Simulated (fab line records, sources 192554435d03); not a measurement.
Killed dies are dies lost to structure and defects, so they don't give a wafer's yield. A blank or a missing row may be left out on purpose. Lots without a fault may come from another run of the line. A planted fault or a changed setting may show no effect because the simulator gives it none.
Split-lot experiment | flow n5_finfet | 7 lots, 21 wafers read, on a route of 1938 steps

THE SPLIT
At N5_PASSIVATION_EXPOSE_07 (exposes mask TV, defocus 0 nm, target cd 3000 nm), the setting dose_mj was moved away from the recipe's 22.75 on 6 of the 21 wafers read, by -6.2% to +7.0%. The other wafers ran this setting at the recipe's value.

FROM THE SPLIT TO THE READING: what the file shows between them, 3 steps
- N5_PASSIVATION_PEB_08
- N5_PASSIVATION_DEVELOP_09: develop time 60 s
- N5_PASSIVATION_HARDBAKE_11: time 120 s

THE READING
cd_nm, in nm, at N5_PASSIVATION_CD_MEAS_10 (target cd 3000 nm). Fault-free wafers of this fab line usually give 2999.6 nm, standard deviation 2.3 nm.

wafer  | tool, chamber at the split | dose_mj as run | against the recipe | cd_nm, nm | against lot-mates on the recipe
L076.2 | krf_scanner-02, 0          | 22.75          | recipe             | 2998.5    | -
L076.3 | krf_scanner-02, 0          | 21.35          | -6.2%              | 2985.5    | -13.0
L076.4 | krf_scanner-02, 0          | 21.35          | -6.2%              | 2985.0    | -13.5
L079.1 | krf_scanner-01, 0          | 23.3           | +2.4%              | 3002.7    | +5.6
L079.2 | krf_scanner-01, 0          | 22.75          | recipe             | 2994.5    | -
L079.4 | krf_scanner-01, 0          | 22.75          | recipe             | 2999.7    | -
L078.1 | krf_scanner-01, 0          | 24.35          | +7.0%              | 3016.8    | +17.7
L078.4 | krf_scanner-01, 0          | 22.75          | recipe             | 2999.1    | -
L078.6 | krf_scanner-01, 0          | 22.75          | recipe             | 2999.2    | -
L084.1 | krf_scanner-02, 0          | 22.75          | recipe             | 2997.9    | -
L084.3 | krf_scanner-02, 0          | 23.62          | +3.8%              | 3011.8    | +14.2
L084.6 | krf_scanner-02, 0          | 22.75          | recipe             | 2997.3    | -
L087.1 | krf_scanner-01, 0          | 22.29          | -2.0%              | 2994.5    | -4.9
L087.4 | krf_scanner-01, 0          | 22.75          | recipe             | 3001.3    | -
L087.5 | krf_scanner-01, 0          | 22.75          | recipe             | 2997.4    | -
L088.1 | krf_scanner-02, 0          | 22.75          | recipe             | 2999.6    | -
L088.5 | krf_scanner-02, 0          | 22.75          | recipe             | 2997.8    | -
L088.6 | krf_scanner-02, 0          | 22.75          | recipe             | 3001.5    | -
L090.3 | krf_scanner-02, 0          | 22.75          | recipe             | 2998.1    | -
L090.5 | krf_scanner-02, 0          | 22.75          | recipe             | 2999.7    | -
L090.6 | krf_scanner-02, 0          | 22.75          | recipe             | 2996.8    | -

THE FIT
A straight line over all 21 wafers: cd_nm changes by +2.41 nm for each +1% of dose_mj; r = +0.96; the points scatter about the line by 1.9 nm.
The same after taking each lot's own level away (the mean of its wafers on the recipe; 21 wafers): +2.44 nm for each +1%; r = +0.97; scatter 1.8 nm.
On that fit, the largest move of dose_mj shifts the reading by 17 nm.
The lots' own levels span 2997.10 to 2999.63 nm, that is 1.1 times the standard deviation above.
So the lot-to-lot level changes the slope little: the two slopes agree.
Check: with one of the wafers moved furthest among these (+7.0%) left out of the fit, the line predicts +17.5 nm for it against its lot-mates. It came out at +17.7 nm against them.

OTHER SPLITS ON THESE WAFERS
These wafers also went through other splits before the reading. Each is held against what the fit with the lots' levels taken away leaves over:
other split on the same wafers | wafers away from the commonest value | r with cd_nm (lot level and that fit taken away)
N5_BEOL_M15_PEB_26 peb_time_s  | 8                                    | +0.13

THE FILE'S OWN FIT
cd_nm changes by +2.53 nm for each +1% of dose_mj, r = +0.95.
